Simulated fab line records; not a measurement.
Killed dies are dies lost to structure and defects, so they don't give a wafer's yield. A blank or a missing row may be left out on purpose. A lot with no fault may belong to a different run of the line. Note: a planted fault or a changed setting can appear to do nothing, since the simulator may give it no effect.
Chamber matching | flow n5Finfet | rieDiel-04 running N5_DUMMY_GATE_ETCH_36: 4 sister chambers
The step etches SiARC in CF4, target depth 13 nm. 4 wafers are shown with their chamber, then 8 later ones without.

WAFERS WITH THEIR CHAMBER
wafer  | chamber | showerheadPlenumPTorr (Torr)
L086.1 | 3       | 2.05
L091.4 | 0       | 2.21
L091.5 | 1       | 2.09
L092.2 | 2       | 2.20

WAFERS WITHOUT THEIR CHAMBER
wafer  | showerheadPlenumPTorr (Torr)
L092.3 | 2.04
L092.5 | 2.21
L094.2 | 2.21
L094.3 | 2.20
L094.5 | 2.09
L096.3 | 2.09
L096.4 | 2.20
L096.5 | 2.09

EACH ONE'S CHAMBER
wafer  | from the rows above | in truth
L092.3 | 3                   | 3
L092.5 | 0                   | 0
L094.2 | 0                   | 0
L094.3 | 2                   | 2
L094.5 | 1                   | 1
L096.3 | 1                   | 1
L096.4 | 2                   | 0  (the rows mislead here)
L096.5 | 1                   | 1
7 of 8 placed correctly. Not placeable from these rows: 0. Wrongly placed: 1.
How it was worked out, from the rows above alone: a wafer's distance from a chamber is the root of the sum, over the readings, of the square of ((its reading less the chamber's mean) divided by the reading's scatter). If the next closest chamber is less than 2 further off than the closest, the wafer can't be placed; otherwise it belongs to the closest. The mean given for a chamber averages the wafers shown for that chamber. The scatter: with one shown wafer a chamber, the root of the mean of the squares of how far each hidden wafer lies from its nearest shown one.
